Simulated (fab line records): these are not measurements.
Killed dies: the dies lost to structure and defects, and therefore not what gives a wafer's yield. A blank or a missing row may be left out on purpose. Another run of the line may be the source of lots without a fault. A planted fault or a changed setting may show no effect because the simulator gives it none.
fab line records || flow n5Finfet || part 2 of 2: steps 20 to 25 of 25
[record] {"lots": 5, "wafers": 15, "lastDay": 13}
route steps=1938 shown BEOL_M1@778
lots with no fault: from the same line, run without faults
startH: start of the lot's first displayed wafer, in hours after the record's first day || waitH: hours elapsed since this lot's preceding step || " unchanged from the row above || L1.1+2: a single row standing in for several wafers || - either no value or no given start || * or withheld: withheld || < > ~ a bound
route shown NAME@n: NAME is a module with steps in the file, n the number in the route of the first one || usual: mean/standard deviation taken from wafers without a fault || same: alike in all rows || chamber/n: place in a boat || sites: each site's reading || _std_site: standard deviation across them || _edge_site: outer sites' mean less inner sites' || radiusMm: for every site, how far away it sits from the centre of the wafer || mask NAME#n: copy n || behind: the tool/chamber that last shaped the wafer || hold: cause of the lot's hold/its duration in hours/its outcome || device: which transistor (n, p or np) failed to switch || end of line: the tests these same wafers got at the end of their route || step lacking rows: just its recipe || killed: count of dies lost to structure and defects at first sort (not the wafer's yield) || map: a wafer's dies, marking killed ones x, the rest . and places with no die _
set.NAME: the setting the step ran with; set.NAME@STEP: the setting that earlier step ran with || model.NAME: the simulator's own value behind a step, which no gauge read
certain route steps with their lots: each step a table, each wafer a row
services: a tool's chamber out of use, with start hour (startH, from the record's first day; less than 0 if before it), hours out, and reason
[[steps]]
[step N5_BEOL_M1_VIA_ETCH_34]
[recipe] {"chemistry": "C4F6/O2", "targetDepthA": 678, "maskMaterial": "SOC", "pressureMtorr": 15, "ionEnergyEv": 250, "taperDeg": 4, "timeS": 64.4, "sourceW": 350, "biasW": 170, "Ar_flow_sccm": 300, "C4F6_flow_sccm": 10, "O2_flow_sccm": 10}
[usual] {"O2_flow_sccm": "10.001/0.026", "drypumpMotorCurrentA": "5.6/0.52", "oes_o_777_au": "0.79/0.098", "oesProductAu": "0.78/0.1", "rfVppV": "656/12", "showerheadPlenumPTorr": "2.81/0.092", "throttleValvePct": "30.57/0.29"}
{"lot.wafer": "L074.1", "tool": "rieDiel-03", "chamber": 0, "startH": 128.30, "waitH": 0.0, "O2_flow_sccm": 9.968, "drypumpMotorCurrentA": 5.6, "oes_o_777_au": 0.74, "oesProductAu": 0.70, "rfHoursCounterH": 226, "rfVppV": 650, "showerheadPlenumPTorr": 2.80, "throttleValvePct": 30.82}
{"lot.wafer": "L074.2", "tool": "rieDiel-03", "chamber": 1, "startH": 128.30, "waitH": 0.0, "O2_flow_sccm": 10.007, "drypumpMotorCurrentA": 4.9, "oes_o_777_au": 0.90, "oesProductAu": 0.90, "rfHoursCounterH": 26, "rfVppV": 671, "showerheadPlenumPTorr": 2.99, "throttleValvePct": 30.92}
{"lot.wafer": "L074.3", "tool": "rieDiel-03", "chamber": 3, "startH": 128.30, "waitH": 0.0, "O2_flow_sccm": 10.061, "drypumpMotorCurrentA": 5.5, "oes_o_777_au": 0.72, "oesProductAu": 0.70, "rfHoursCounterH": 240, "rfVppV": 652, "showerheadPlenumPTorr": 2.80, "throttleValvePct": 31.16}
{"lot.wafer": "L078.3", "tool": "rieDiel-05", "chamber": 2, "startH": 157.18, "waitH": 0.0, "O2_flow_sccm": 10.009, "drypumpMotorCurrentA": 5.7, "oes_o_777_au": 0.68, "oesProductAu": 0.67, "rfHoursCounterH": 229, "rfVppV": 665, "showerheadPlenumPTorr": 2.92, "throttleValvePct": 30.12}
{"lot.wafer": "L078.5", "tool": "rieDiel-05", "chamber": 3, "startH": 157.18, "waitH": 0.0, "O2_flow_sccm": 10.030, "drypumpMotorCurrentA": 5.0, "oes_o_777_au": 0.69, "oesProductAu": 0.69, "rfHoursCounterH": "-", "rfVppV": 647, "showerheadPlenumPTorr": 2.79, "throttleValvePct": 30.33}
{"lot.wafer": "L078.6", "tool": "rieDiel-05", "chamber": 0, "startH": 157.18, "waitH": 0.0, "O2_flow_sccm": 10.001, "drypumpMotorCurrentA": 5.5, "oes_o_777_au": 0.89, "oesProductAu": 0.90, "rfHoursCounterH": "-", "rfVppV": 663, "showerheadPlenumPTorr": 2.89, "throttleValvePct": 30.14}
{"lot.wafer": "L079.1", "tool": "rieDiel-04", "chamber": 2, "startH": 157.65, "waitH": 0.0, "O2_flow_sccm": 9.987, "drypumpMotorCurrentA": 6.3, "oes_o_777_au": 0.75, "oesProductAu": 0.72, "rfHoursCounterH": 212, "rfVppV": 643, "showerheadPlenumPTorr": 2.80, "throttleValvePct": 30.76}
{"lot.wafer": "L079.4", "tool": "rieDiel-04", "chamber": 0, "startH": 157.65, "waitH": 0.0, "O2_flow_sccm": 10.015, "drypumpMotorCurrentA": 5.1, "oes_o_777_au": 0.71, "oesProductAu": 0.72, "rfHoursCounterH": 202, "rfVppV": 676, "showerheadPlenumPTorr": 2.70, "throttleValvePct": 30.44}
{"lot.wafer": "L079.6", "tool": "rieDiel-04", "chamber": 2, "startH": 157.65, "waitH": 0.0, "O2_flow_sccm": 10.020, "drypumpMotorCurrentA": 6.3, "oes_o_777_au": 0.75, "oesProductAu": 0.71, "rfHoursCounterH": "-", "rfVppV": 643, "showerheadPlenumPTorr": 2.80, "throttleValvePct": 30.77}
{"lot.wafer": "L080.2", "tool": "rieDiel-05", "chamber": 1, "startH": 164.16, "waitH": 0.0, "O2_flow_sccm": 10.042, "drypumpMotorCurrentA": 5.8, "oes_o_777_au": 0.68, "oesProductAu": 0.68, "rfHoursCounterH": 233, "rfVppV": 660, "showerheadPlenumPTorr": 2.70, "throttleValvePct": 30.81}
{"lot.wafer": "L080.3", "tool": "rieDiel-05", "chamber": 3, "startH": 164.16, "waitH": 0.0, "O2_flow_sccm": 10.045, "drypumpMotorCurrentA": 5.0, "oes_o_777_au": 0.70, "oesProductAu": 0.68, "rfHoursCounterH": 245, "rfVppV": 645, "showerheadPlenumPTorr": 2.79, "throttleValvePct": 30.33}
{"lot.wafer": "L080.4", "tool": "rieDiel-05", "chamber": 2, "startH": 164.16, "waitH": 0.0, "O2_flow_sccm": 10.022, "drypumpMotorCurrentA": 5.7, "oes_o_777_au": 0.68, "oesProductAu": 0.67, "rfHoursCounterH": 232, "rfVppV": 665, "showerheadPlenumPTorr": 2.92, "throttleValvePct": 30.10}
{"lot.wafer": "L081.1", "tool": "rieDiel-03", "chamber": 1, "startH": 168.54, "waitH": 0.0, "O2_flow_sccm": 9.976, "drypumpMotorCurrentA": 4.9, "oes_o_777_au": 0.88, "oesProductAu": 0.87, "rfHoursCounterH": 40, "rfVppV": 669, "showerheadPlenumPTorr": 2.98, "throttleValvePct": 30.92}
{"lot.wafer": "L081.4", "tool": "rieDiel-03", "chamber": 0, "startH": 168.54, "waitH": 0.0, "O2_flow_sccm": 9.969, "drypumpMotorCurrentA": 5.6, "oes_o_777_au": 0.73, "oesProductAu": 0.69, "rfHoursCounterH": "-", "rfVppV": 648, "showerheadPlenumPTorr": 2.79, "throttleValvePct": 30.83}
{"lot.wafer": "L081.6", "tool": "rieDiel-03", "chamber": 2, "startH": 168.54, "waitH": 0.0, "O2_flow_sccm": 9.981, "drypumpMotorCurrentA": 6.6, "oes_o_777_au": 0.78, "oesProductAu": 0.77, "rfHoursCounterH": "-", "rfVppV": 667, "showerheadPlenumPTorr": 2.94, "throttleValvePct": 30.33}
[step N5_BEOL_M1_STRIP_83]
[recipe] {"chemistry": "C4F6/O2", "resist": "SiARC", "rfFrequencyHz": 6e+07}
{"lot.wafer": "L074.1+2+3", "tool": "rieDiel-03", "chamber": "0,1,3", "startH": 128.35, "waitH": 0.0}
{"lot.wafer": "L078.3+5+6", "tool": "rieDiel-05", "chamber": "2,3,0", "startH": 157.23, "waitH": 0.0}
{"lot.wafer": "L079.1+4+6", "tool": "rieDiel-04", "chamber": "2,0,2", "startH": 157.70, "waitH": 0.0}
{"lot.wafer": "L080.2+3+4", "tool": "rieDiel-05", "chamber": "1,3,2", "startH": 164.21, "waitH": 0.0}
{"lot.wafer": "L081.1+4+6", "tool": "rieDiel-03", "chamber": "1,0,2", "startH": 168.59, "waitH": 0.0}
[step N5_BEOL_M1_STRIP_36]
[recipe] {"chemistry": "N2/H2", "powerW": 450, "tempC": 40, "pressureMtorr": 20, "rfFrequencyHz": 6e+07, "overashFraction": 0.3, "biasPowerW": 7, "h2Frac": 0.5, "n2FlowSccm": 200, "h2FlowSccm": 200}
[usual] {"drypumpMotorCurrentA": "5.6/0.52", "oesProductAu": "0.78/0.1", "rfVppV": "59.0/1.5", "showerheadPlenumPTorr": "2.51/0.087", "throttleValvePct": "23.5/0.44"}
{"lot.wafer": "L074.1", "tool": "rieDiel-03", "chamber": 0, "startH": 128.36, "waitH": 0.0, "drypumpMotorCurrentA": 5.6, "oesProductAu": 0.70, "rfHoursCounterH": 226, "rfVppV": 60.1, "showerheadPlenumPTorr": 2.49, "throttleValvePct": 23.8}
{"lot.wafer": "L074.2", "tool": "rieDiel-03", "chamber": 1, "startH": 128.36, "waitH": 0.0, "drypumpMotorCurrentA": 4.9, "oesProductAu": 0.90, "rfHoursCounterH": 26, "rfVppV": 61.4, "showerheadPlenumPTorr": 2.70, "throttleValvePct": 24.1}
{"lot.wafer": "L074.3", "tool": "rieDiel-03", "chamber": 3, "startH": 128.36, "waitH": 0.0, "drypumpMotorCurrentA": 5.4, "oesProductAu": 0.69, "rfHoursCounterH": 240, "rfVppV": 57.1, "showerheadPlenumPTorr": 2.50, "throttleValvePct": 24.1}
{"lot.wafer": "L078.3", "tool": "rieDiel-05", "chamber": 2, "startH": 157.24, "waitH": 0.0, "drypumpMotorCurrentA": 5.7, "oesProductAu": 0.67, "rfHoursCounterH": 229, "rfVppV": 57.8, "showerheadPlenumPTorr": 2.60, "throttleValvePct": 22.9}
{"lot.wafer": "L078.5", "tool": "rieDiel-05", "chamber": 3, "startH": 157.24, "waitH": 0.0, "drypumpMotorCurrentA": 5.0, "oesProductAu": 0.67, "rfHoursCounterH": "-", "rfVppV": 58.0, "showerheadPlenumPTorr": 2.49, "throttleValvePct": 23.3}
{"lot.wafer": "L078.6", "tool": "rieDiel-05", "chamber": 0, "startH": 157.24, "waitH": 0.0, "drypumpMotorCurrentA": 5.6, "oesProductAu": 0.90, "rfHoursCounterH": "-", "rfVppV": 59.7, "showerheadPlenumPTorr": 2.57, "throttleValvePct": 22.7}
{"lot.wafer": "L079.1", "tool": "rieDiel-04", "chamber": 2, "startH": 157.71, "waitH": 0.0, "drypumpMotorCurrentA": 6.3, "oesProductAu": 0.71, "rfHoursCounterH": 212, "rfVppV": 56.7, "showerheadPlenumPTorr": 2.52, "throttleValvePct": 24.1}
{"lot.wafer": "L079.4", "tool": "rieDiel-04", "chamber": 0, "startH": 157.71, "waitH": 0.0, "drypumpMotorCurrentA": 5.1, "oesProductAu": 0.70, "rfHoursCounterH": 202, "rfVppV": 60.8, "showerheadPlenumPTorr": 2.41, "throttleValvePct": 23.4}
{"lot.wafer": "L079.6", "tool": "rieDiel-04", "chamber": 2, "startH": 157.71, "waitH": 0.0, "drypumpMotorCurrentA": 6.2, "oesProductAu": 0.70, "rfHoursCounterH": "-", "rfVppV": 59.9, "showerheadPlenumPTorr": 2.52, "throttleValvePct": 24.1}
{"lot.wafer": "L080.2", "tool": "rieDiel-05", "chamber": 1, "startH": 164.22, "waitH": 0.0, "drypumpMotorCurrentA": 5.8, "oesProductAu": 0.70, "rfHoursCounterH": 233, "rfVppV": 61.4, "showerheadPlenumPTorr": 2.42, "throttleValvePct": 24.0}
{"lot.wafer": "L080.3", "tool": "rieDiel-05", "chamber": 3, "startH": 164.22, "waitH": 0.0, "drypumpMotorCurrentA": 5.0, "oesProductAu": 0.67, "rfHoursCounterH": 245, "rfVppV": 60.2, "showerheadPlenumPTorr": 2.49, "throttleValvePct": 23.2}
{"lot.wafer": "L080.4", "tool": "rieDiel-05", "chamber": 2, "startH": 164.22, "waitH": 0.0, "drypumpMotorCurrentA": 5.8, "oesProductAu": 0.68, "rfHoursCounterH": 232, "rfVppV": 59.7, "showerheadPlenumPTorr": 2.60, "throttleValvePct": 22.9}
{"lot.wafer": "L081.1", "tool": "rieDiel-03", "chamber": 1, "startH": 168.60, "waitH": 0.0, "drypumpMotorCurrentA": 4.9, "oesProductAu": 0.86, "rfHoursCounterH": 40, "rfVppV": 56.9, "showerheadPlenumPTorr": 2.70, "throttleValvePct": 24.1}
{"lot.wafer": "L081.4", "tool": "rieDiel-03", "chamber": 0, "startH": 168.60, "waitH": 0.0, "drypumpMotorCurrentA": 5.6, "oesProductAu": 0.68, "rfHoursCounterH": "-", "rfVppV": 60.2, "showerheadPlenumPTorr": 2.49, "throttleValvePct": 23.9}
{"lot.wafer": "L081.6", "tool": "rieDiel-03", "chamber": 2, "startH": 168.60, "waitH": 0.0, "drypumpMotorCurrentA": 6.6, "oesProductAu": 0.75, "rfHoursCounterH": "-", "rfVppV": 59.8, "showerheadPlenumPTorr": 2.62, "throttleValvePct": 23.2}
[step N5_BEOL_M1_TRENCH_ETCH_37]
[recipe] {"chemistry": "C4F6/O2", "targetDepthA": 552.07, "target": "SiOC", "timeS": 29, "ionEnergyEv": 250, "pressureMtorr": 30, "sourceW": 355, "biasW": 185, "Ar_flow_sccm": 300, "C4F6_flow_sccm": 10, "O2_flow_sccm": 10}
[usual] {"O2_flow_sccm": "10.00/0.031", "drypumpMotorCurrentA": "5.6/0.52", "oes_o_777_au": "0.79/0.099", "oesProductAu": "0.78/0.1", "rfVppV": "656/12", "showerheadPlenumPTorr": "2.81/0.092", "throttleValvePct": "20.75/0.22"}
{"lot.wafer": "L074.1", "tool": "rieDiel-03", "chamber": 0, "startH": "-", "waitH": "-", "O2_flow_sccm": 10.00, "drypumpMotorCurrentA": 5.6, "oes_o_777_au": 0.74, "oesProductAu": 0.70, "rfHoursCounterH": 226, "rfVppV": 650, "showerheadPlenumPTorr": 2.80, "throttleValvePct": 20.97}
{"lot.wafer": "L074.2", "tool": "rieDiel-03", "chamber": 1, "startH": "-", "waitH": "-", "O2_flow_sccm": 10.01, "drypumpMotorCurrentA": 4.9, "oes_o_777_au": 0.90, "oesProductAu": 0.89, "rfHoursCounterH": 26, "rfVppV": 671, "showerheadPlenumPTorr": 3.00, "throttleValvePct": 20.95}
{"lot.wafer": "L074.3", "tool": "rieDiel-03", "chamber": 3, "startH": "-", "waitH": "-", "O2_flow_sccm": 9.99, "drypumpMotorCurrentA": 5.4, "oes_o_777_au": 0.72, "oesProductAu": 0.69, "rfHoursCounterH": 240, "rfVppV": 653, "showerheadPlenumPTorr": 2.81, "throttleValvePct": 21.16}
{"lot.wafer": "L078.3", "tool": "rieDiel-05", "chamber": 2, "startH": "-", "waitH": "-", "O2_flow_sccm": 10.04, "drypumpMotorCurrentA": 5.7, "oes_o_777_au": 0.68, "oesProductAu": 0.68, "rfHoursCounterH": 229, "rfVppV": 665, "showerheadPlenumPTorr": 2.93, "throttleValvePct": 20.52}
{"lot.wafer": "L078.5", "tool": "rieDiel-05", "chamber": 3, "startH": "-", "waitH": "-", "O2_flow_sccm": 10.00, "drypumpMotorCurrentA": 5.0, "oes_o_777_au": 0.69, "oesProductAu": 0.69, "rfHoursCounterH": "-", "rfVppV": 645, "showerheadPlenumPTorr": 2.80, "throttleValvePct": 20.55}
{"lot.wafer": "L078.6", "tool": "rieDiel-05", "chamber": 0, "startH": "-", "waitH": "-", "O2_flow_sccm": 9.94, "drypumpMotorCurrentA": 5.6, "oes_o_777_au": 0.90, "oesProductAu": 0.91, "rfHoursCounterH": "-", "rfVppV": 665, "showerheadPlenumPTorr": 2.90, "throttleValvePct": 20.30}
{"lot.wafer": "L079.1", "tool": "rieDiel-04", "chamber": 2, "startH": "-", "waitH": "-", "O2_flow_sccm": 10.01, "drypumpMotorCurrentA": 6.3, "oes_o_777_au": 0.75, "oesProductAu": 0.71, "rfHoursCounterH": 212, "rfVppV": 642, "showerheadPlenumPTorr": 2.80, "throttleValvePct": 21.03}
{"lot.wafer": "L079.4", "tool": "rieDiel-04", "chamber": 0, "startH": "-", "waitH": "-", "O2_flow_sccm": 9.99, "drypumpMotorCurrentA": 5.1, "oes_o_777_au": 0.71, "oesProductAu": 0.71, "rfHoursCounterH": 202, "rfVppV": 677, "showerheadPlenumPTorr": 2.70, "throttleValvePct": 20.67}
{"lot.wafer": "L079.6", "tool": "rieDiel-04", "chamber": 2, "startH": "-", "waitH": "-", "O2_flow_sccm": 10.01, "drypumpMotorCurrentA": 6.3, "oes_o_777_au": 0.75, "oesProductAu": 0.71, "rfHoursCounterH": "-", "rfVppV": 643, "showerheadPlenumPTorr": 2.80, "throttleValvePct": 20.99}
{"lot.wafer": "L080.2", "tool": "rieDiel-05", "chamber": 1, "startH": "-", "waitH": "-", "O2_flow_sccm": 10.03, "drypumpMotorCurrentA": 5.8, "oes_o_777_au": 0.68, "oesProductAu": 0.69, "rfHoursCounterH": 233, "rfVppV": 661, "showerheadPlenumPTorr": 2.71, "throttleValvePct": 20.83}
{"lot.wafer": "L080.3", "tool": "rieDiel-05", "chamber": 3, "startH": "-", "waitH": "-", "O2_flow_sccm": 10.00, "drypumpMotorCurrentA": 5.0, "oes_o_777_au": 0.69, "oesProductAu": 0.69, "rfHoursCounterH": 245, "rfVppV": 645, "showerheadPlenumPTorr": 2.80, "throttleValvePct": 20.55}
{"lot.wafer": "L080.4", "tool": "rieDiel-05", "chamber": 2, "startH": "-", "waitH": "-", "O2_flow_sccm": 10.01, "drypumpMotorCurrentA": 5.7, "oes_o_777_au": 0.68, "oesProductAu": 0.67, "rfHoursCounterH": 232, "rfVppV": 665, "showerheadPlenumPTorr": 2.93, "throttleValvePct": 20.53}
{"lot.wafer": "L081.1", "tool": "rieDiel-03", "chamber": 1, "startH": "-", "waitH": "-", "O2_flow_sccm": 10.00, "drypumpMotorCurrentA": 4.9, "oes_o_777_au": 0.87, "oesProductAu": 0.88, "rfHoursCounterH": 40, "rfVppV": 670, "showerheadPlenumPTorr": 2.99, "throttleValvePct": 20.96}
{"lot.wafer": "L081.4", "tool": "rieDiel-03", "chamber": 0, "startH": "-", "waitH": "-", "O2_flow_sccm": 9.97, "drypumpMotorCurrentA": 5.7, "oes_o_777_au": 0.73, "oesProductAu": 0.69, "rfHoursCounterH": "-", "rfVppV": 649, "showerheadPlenumPTorr": 2.80, "throttleValvePct": 21.00}
{"lot.wafer": "L081.6", "tool": "rieDiel-03", "chamber": 2, "startH": "-", "waitH": "-", "O2_flow_sccm": 9.93, "drypumpMotorCurrentA": 6.6, "oes_o_777_au": 0.79, "oesProductAu": 0.77, "rfHoursCounterH": "-", "rfVppV": 670, "showerheadPlenumPTorr": 2.94, "throttleValvePct": 20.69}
[step N5_BEOL_M1_ETCH_41]
[recipe] {"chemistry": "CH3F/O2", "target": "SiCN", "targetDepthA": 319, "taperDeg": 2, "timeS": 57.8, "ionEnergyEv": 120, "maskMaterial": "TiN", "pressureMtorr": 30, "sourceW": 395, "biasW": 75, "Ar_flow_sccm": 150, "CH3F_flow_sccm": 30, "O2_flow_sccm": 20}
[usual] {"O2_flow_sccm": "20.00/0.056", "drypumpMotorCurrentA": "5.6/0.52", "oesProductAu": "0.78/0.1", "rfVppV": "297.0/1.5", "showerheadPlenumPTorr": "1.98/0.068", "throttleValvePct": "16.24/0.22"}
{"lot.wafer": "L074.1", "tool": "rieDiel-03", "chamber": 0, "startH": "-", "waitH": "-", "O2_flow_sccm": 20.01, "drypumpMotorCurrentA": 5.7, "oesProductAu": 0.70, "rfHoursCounterH": 226, "rfVppV": 296.1, "showerheadPlenumPTorr": 1.97, "throttleValvePct": 16.48}
{"lot.wafer": "L074.2", "tool": "rieDiel-03", "chamber": 1, "startH": "-", "waitH": "-", "O2_flow_sccm": 20.02, "drypumpMotorCurrentA": 4.9, "oesProductAu": 0.89, "rfHoursCounterH": 26, "rfVppV": 298.9, "showerheadPlenumPTorr": 2.11, "throttleValvePct": 16.37}
{"lot.wafer": "L074.3", "tool": "rieDiel-03", "chamber": 3, "startH": "-", "waitH": "-", "O2_flow_sccm": 20.06, "drypumpMotorCurrentA": 5.4, "oesProductAu": 0.69, "rfHoursCounterH": 240, "rfVppV": 295.7, "showerheadPlenumPTorr": 1.97, "throttleValvePct": 16.66}
{"lot.wafer": "L078.3", "tool": "rieDiel-05", "chamber": 2, "startH": "-", "waitH": "-", "O2_flow_sccm": 20.03, "drypumpMotorCurrentA": 5.7, "oesProductAu": 0.67, "rfHoursCounterH": 229, "rfVppV": 297.6, "showerheadPlenumPTorr": 2.06, "throttleValvePct": 16.09}
{"lot.wafer": "L078.5", "tool": "rieDiel-05", "chamber": 3, "startH": "-", "waitH": "-", "O2_flow_sccm": 20.01, "drypumpMotorCurrentA": 5.0, "oesProductAu": 0.69, "rfHoursCounterH": "-", "rfVppV": 297.2, "showerheadPlenumPTorr": 1.96, "throttleValvePct": 16.10}
{"lot.wafer": "L078.6", "tool": "rieDiel-05", "chamber": 0, "startH": "-", "waitH": "-", "O2_flow_sccm": 19.93, "drypumpMotorCurrentA": 5.5, "oesProductAu": 0.91, "rfHoursCounterH": "-", "rfVppV": 298.6, "showerheadPlenumPTorr": 2.04, "throttleValvePct": 15.77}
{"lot.wafer": "L079.1", "tool": "rieDiel-04", "chamber": 2, "startH": "-", "waitH": "-", "O2_flow_sccm": 20.02, "drypumpMotorCurrentA": 6.3, "oesProductAu": 0.70, "rfHoursCounterH": 212, "rfVppV": 296.6, "showerheadPlenumPTorr": 1.97, "throttleValvePct": 16.53}
{"lot.wafer": "L079.4", "tool": "rieDiel-04", "chamber": 0, "startH": "-", "waitH": "-", "O2_flow_sccm": 20.12, "drypumpMotorCurrentA": 5.1, "oesProductAu": 0.71, "rfHoursCounterH": 202, "rfVppV": 295.5, "showerheadPlenumPTorr": 1.89, "throttleValvePct": 16.21}
{"lot.wafer": "L079.6", "tool": "rieDiel-04", "chamber": 2, "startH": "-", "waitH": "-", "O2_flow_sccm": 19.99, "drypumpMotorCurrentA": 6.3, "oesProductAu": 0.70, "rfHoursCounterH": "-", "rfVppV": 297.5, "showerheadPlenumPTorr": 1.97, "throttleValvePct": 16.53}
{"lot.wafer": "L080.2", "tool": "rieDiel-05", "chamber": 1, "startH": "-", "waitH": "-", "O2_flow_sccm": 20.02, "drypumpMotorCurrentA": 5.8, "oesProductAu": 0.69, "rfHoursCounterH": 233, "rfVppV": 296.1, "showerheadPlenumPTorr": 1.90, "throttleValvePct": 16.33}
{"lot.wafer": "L080.3", "tool": "rieDiel-05", "chamber": 3, "startH": "-", "waitH": "-", "O2_flow_sccm": 19.91, "drypumpMotorCurrentA": 5.0, "oesProductAu": 0.69, "rfHoursCounterH": 245, "rfVppV": 295.1, "showerheadPlenumPTorr": 1.96, "throttleValvePct": 16.10}
{"lot.wafer": "L080.4", "tool": "rieDiel-05", "chamber": 2, "startH": "-", "waitH": "-", "O2_flow_sccm": 19.97, "drypumpMotorCurrentA": 5.7, "oesProductAu": 0.67, "rfHoursCounterH": 232, "rfVppV": 298.0, "showerheadPlenumPTorr": 2.06, "throttleValvePct": 16.09}
{"lot.wafer": "L081.1", "tool": "rieDiel-03", "chamber": 1, "startH": "-", "waitH": "-", "O2_flow_sccm": 19.96, "drypumpMotorCurrentA": 4.9, "oesProductAu": 0.87, "rfHoursCounterH": 40, "rfVppV": 299.7, "showerheadPlenumPTorr": 2.11, "throttleValvePct": 16.39}
{"lot.wafer": "L081.4", "tool": "rieDiel-03", "chamber": 0, "startH": "-", "waitH": "-", "O2_flow_sccm": 19.99, "drypumpMotorCurrentA": 5.6, "oesProductAu": 0.69, "rfHoursCounterH": "-", "rfVppV": 298.0, "showerheadPlenumPTorr": 1.97, "throttleValvePct": 16.51}
{"lot.wafer": "L081.6", "tool": "rieDiel-03", "chamber": 2, "startH": "-", "waitH": "-", "O2_flow_sccm": 19.99, "drypumpMotorCurrentA": 6.6, "oesProductAu": 0.77, "rfHoursCounterH": "-", "rfVppV": 298.3, "showerheadPlenumPTorr": 2.07, "throttleValvePct": 16.21}
[step N5_BEOL_M1_STRIP_97]
[recipe] {"chemistry": "N2/H2", "timeS": 10, "powerW": 450, "tempC": 40, "pressureMtorr": 20, "rfFrequencyHz": 6e+07, "biasPowerW": 7, "n2FlowSccm": 200, "h2FlowSccm": 200}
[usual] {"drypumpMotorCurrentA": "5.6/0.52", "oesProductAu": "0.77/0.1", "rfVppV": "59.1/0.86", "showerheadPlenumPTorr": "2.51/0.087", "throttleValvePct": "23.5/0.44"}
{"lot.wafer": "L074.1", "tool": "rieDiel-03", "chamber": 0, "startH": "-", "waitH": "-", "drypumpMotorCurrentA": 5.7, "oesProductAu": 0.70, "rfHoursCounterH": 226, "rfVppV": 58.0, "showerheadPlenumPTorr": 2.49, "throttleValvePct": 23.8}
{"lot.wafer": "L074.2", "tool": "rieDiel-03", "chamber": 1, "startH": "-", "waitH": "-", "drypumpMotorCurrentA": 4.9, "oesProductAu": 0.90, "rfHoursCounterH": 26, "rfVppV": 59.2, "showerheadPlenumPTorr": 2.70, "throttleValvePct": 24.1}
{"lot.wafer": "L074.3", "tool": "rieDiel-03", "chamber": 3, "startH": "-", "waitH": "-", "drypumpMotorCurrentA": 5.4, "oesProductAu": 0.69, "rfHoursCounterH": 240, "rfVppV": 57.4, "showerheadPlenumPTorr": 2.50, "throttleValvePct": 24.1}
{"lot.wafer": "L078.3", "tool": "rieDiel-05", "chamber": 2, "startH": "-", "waitH": "-", "drypumpMotorCurrentA": 5.7, "oesProductAu": 0.66, "rfHoursCounterH": 229, "rfVppV": 60.5, "showerheadPlenumPTorr": 2.60, "throttleValvePct": 22.9}
{"lot.wafer": "L078.5", "tool": "rieDiel-05", "chamber": 3, "startH": "-", "waitH": "-", "drypumpMotorCurrentA": 5.0, "oesProductAu": 0.67, "rfHoursCounterH": "-", "rfVppV": 58.8, "showerheadPlenumPTorr": 2.49, "throttleValvePct": 23.2}
{"lot.wafer": "L078.6", "tool": "rieDiel-05", "chamber": 0, "startH": "-", "waitH": "-", "drypumpMotorCurrentA": 5.5, "oesProductAu": 0.91, "rfHoursCounterH": "-", "rfVppV": 58.6, "showerheadPlenumPTorr": 2.57, "throttleValvePct": 22.7}
{"lot.wafer": "L079.1", "tool": "rieDiel-04", "chamber": 2, "startH": "-", "waitH": "-", "drypumpMotorCurrentA": 6.3, "oesProductAu": 0.70, "rfHoursCounterH": 212, "rfVppV": 59.3, "showerheadPlenumPTorr": 2.52, "throttleValvePct": 24.1}
{"lot.wafer": "L079.4", "tool": "rieDiel-04", "chamber": 0, "startH": "-", "waitH": "-", "drypumpMotorCurrentA": 5.1, "oesProductAu": 0.70, "rfHoursCounterH": 202, "rfVppV": 59.0, "showerheadPlenumPTorr": 2.41, "throttleValvePct": 23.5}
{"lot.wafer": "L079.6", "tool": "rieDiel-04", "chamber": 2, "startH": "-", "waitH": "-", "drypumpMotorCurrentA": 6.3, "oesProductAu": 0.70, "rfHoursCounterH": "-", "rfVppV": 58.7, "showerheadPlenumPTorr": 2.52, "throttleValvePct": 24.1}
{"lot.wafer": "L080.2", "tool": "rieDiel-05", "chamber": 1, "startH": "-", "waitH": "-", "drypumpMotorCurrentA": 5.8, "oesProductAu": 0.70, "rfHoursCounterH": 233, "rfVppV": 59.3, "showerheadPlenumPTorr": 2.42, "throttleValvePct": 24.1}
{"lot.wafer": "L080.3", "tool": "rieDiel-05", "chamber": 3, "startH": "-", "waitH": "-", "drypumpMotorCurrentA": 5.0, "oesProductAu": 0.67, "rfHoursCounterH": 245, "rfVppV": 58.5, "showerheadPlenumPTorr": 2.49, "throttleValvePct": 23.3}
{"lot.wafer": "L080.4", "tool": "rieDiel-05", "chamber": 2, "startH": "-", "waitH": "-", "drypumpMotorCurrentA": 5.7, "oesProductAu": 0.67, "rfHoursCounterH": 232, "rfVppV": 59.3, "showerheadPlenumPTorr": 2.60, "throttleValvePct": 22.9}
{"lot.wafer": "L081.1", "tool": "rieDiel-03", "chamber": 1, "startH": "-", "waitH": "-", "drypumpMotorCurrentA": 4.9, "oesProductAu": 0.88, "rfHoursCounterH": 40, "rfVppV": 59.4, "showerheadPlenumPTorr": 2.70, "throttleValvePct": 24.1}
{"lot.wafer": "L081.4", "tool": "rieDiel-03", "chamber": 0, "startH": "-", "waitH": "-", "drypumpMotorCurrentA": 5.7, "oesProductAu": 0.69, "rfHoursCounterH": "-", "rfVppV": 59.2, "showerheadPlenumPTorr": 2.49, "throttleValvePct": 23.9}
{"lot.wafer": "L081.6", "tool": "rieDiel-03", "chamber": 2, "startH": "-", "waitH": "-", "drypumpMotorCurrentA": 6.6, "oesProductAu": 0.76, "rfHoursCounterH": "-", "rfVppV": 58.4, "showerheadPlenumPTorr": 2.62, "throttleValvePct": 23.2}
[[services]]
{"tool": "euvScanner-02", "chamber": "-", "startH": 109.32, "hours": 1.3, "kind": "repair"}
{"tool": "aldSin-01", "chamber": "-", "startH": 122.19, "hours": 14.6, "kind": "pm"}
{"tool": "euvScanner-02", "chamber": "-", "startH": 125.28, "hours": 1.0, "kind": "pm"}
{"tool": "aldSin-04", "chamber": 1, "startH": 140.15, "hours": 3.4, "kind": "repair"}
{"tool": "aldSin-02", "chamber": 2, "startH": 142.13, "hours": 17.0, "kind": "repair"}
{"tool": "euvScanner-01", "chamber": "-", "startH": 144.57, "hours": 1.2, "kind": "repair"}
{"tool": "euvScanner-01", "chamber": "-", "startH": 153.09, "hours": 1.0, "kind": "pm"}
{"tool": "rieDiel-03", "chamber": 3, "startH": 162.99, "hours": "-", "kind": "clean"}
{"tool": "rieDiel-03", "chamber": 3, "startH": 162.99, "hours": "-", "kind": "consumableReplace:focusRing"}
{"tool": "rieDiel-03", "chamber": 3, "startH": 162.99, "hours": 17.8, "kind": "scheduledDown"}
{"tool": "rieDiel-03", "chamber": 3, "startH": 162.99, "hours": 17.8, "kind": "ventCycle"}
